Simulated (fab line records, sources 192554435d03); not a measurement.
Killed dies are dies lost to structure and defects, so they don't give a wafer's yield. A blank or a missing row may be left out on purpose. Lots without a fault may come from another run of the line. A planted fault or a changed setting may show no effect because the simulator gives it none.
fab line records | flow n5_finfet
record lots=7 wafers=21
route steps=1938 shown PASSIVATION@1901
start_h: hours from the record's first day to the start of the lot's first wafer shown | wait_h: hours since the lot's step before | " the same as in the row above | L1.1+2: a row that stands for several wafers | - no value, or no start given | * or withheld: withheld | < > ~ a bound
route shown NAME@n: a module of which the file shows steps, and the number in the route of the first | usual: mean/standard deviation of fault-free wafers | same: alike in all rows | chamber/n: place in a boat | sites: the reading at each site | _std_site: their standard deviation | _edge_site: outer sites' mean less inner sites' | radius_mm: how far each site lies from the wafer's centre | mask NAME#n: copy n | behind: the tool/chamber that last shaped the wafer | hold: why the lot was held/for how many hours/how that ended | device: the transistor (n, p or np) that didn't switch | end of line: the same wafers' tests at the end of the route | a step without rows: its recipe alone | killed: dies lost to structure and defects at the first sort, not the wafer's yield | map: a wafer's dies, x killed, . not, _ none there
set.NAME: the setting as run; set.NAME@STEP: as run at that earlier step | model.NAME: the simulator's own value behind a step, which no gauge read
lots whose settings were changed on purpose; a table a step, a row a wafer
## steps
# step N5_PASSIVATION_EXPOSE_27
# recipe mask_id=PAD na=0.55 source_shape=conventional sigma_outer=0.8 polarization=unpolarized defocus_nm=0 dose_mj=32.3
# columns lot.wafer tool chamber start_h wait_h mask set.dose_mj
L085.1+6 krf_scanner-01 0 326.16 - PAD#0 30.08
L085.2 " 0 " " PAD#0 32.3
L088.1+2+3 krf_scanner-01 0 359.88 - PAD#0 32.3
L086.1+2 krf_scanner-02 0 368.67 - PAD#0 32.3
L086.5 " 0 " " PAD#0 30.75
L090.1 krf_scanner-02 0 372.78 - PAD#0 32.3
L090.2+3 " 0 " " PAD#0 29.95
L091.3+4+6 krf_scanner-02 0 377.42 - PAD#0 32.3
L094.2+5+6 krf_scanner-02 0 397.67 - PAD#0 32.3
L096.3+4+5 krf_scanner-02 0 413.93 - PAD#0 32.3
# step N5_PASSIVATION_PEB_28
# recipe peb_temp_c=withheld peb_time_s=*
# step N5_PASSIVATION_DEVELOP_29
# recipe develop_time_s=60 rinse_liquid=diw dry=air_spin dev_temp_c=21
# step N5_PASSIVATION_HARDBAKE_31
# recipe temp_c=130 time_s=120
# step N5_PASSIVATION_CD_MEAS_30
# recipe target_cd_nm=4000 landing_energy_ev=500 detector=se_inlens polarity=opening
# usual cd_nm=4000.0/2
# columns lot.wafer tool chamber start_h wait_h set.dose_mj@PASSIVATION_EXPOSE_27 cd_nm
L085.1 cd_sem-03 0 326.34 - 30.08 3987.2
L085.2 " 0 " " 32.3 4001.9
L085.6 " 0 " " 30.08 3985.6
L088.1 cd_sem-02 0 360.05 - 32.3 3998.1
L088.2 " 0 " " 32.3 4000.3
L088.3 " 0 " " 32.3 3997.8
L086.1 cd_sem-01 0 368.85 - 32.3 4001.2
L086.2 " 0 " " 32.3 4002.0
L086.5 " 0 " " 30.75 3991.0
L090.1 cd_sem-01 0 372.96 - 32.3 3997.9
L090.2 " 0 " " 29.95 3983.6
L090.3 " 0 " " 29.95 3986.8
L091.3 cd_sem-01 0 377.59 - 32.3 4000.7
L091.4 " 0 " " 32.3 3998.8
L091.6 " 0 " " 32.3 4000.7
L094.2 cd_sem-02 0 397.84 - 32.3 3999.3
L094.5 " 0 " " 32.3 4002.1
L094.6 " 0 " " 32.3 3998.5
L096.3 cd_sem-02 0 414.09 - 32.3 4001.0
L096.4 " 0 " " 32.3 4000.8
L096.5 " 0 " " 32.3 4000.2
## key
split step=N5_PASSIVATION_EXPOSE_27 setting=dose_mj stated=32.3 by=wafer
response step=N5_PASSIVATION_CD_MEAS_30 reading=cd_nm change=+2.03 per=1% r=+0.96
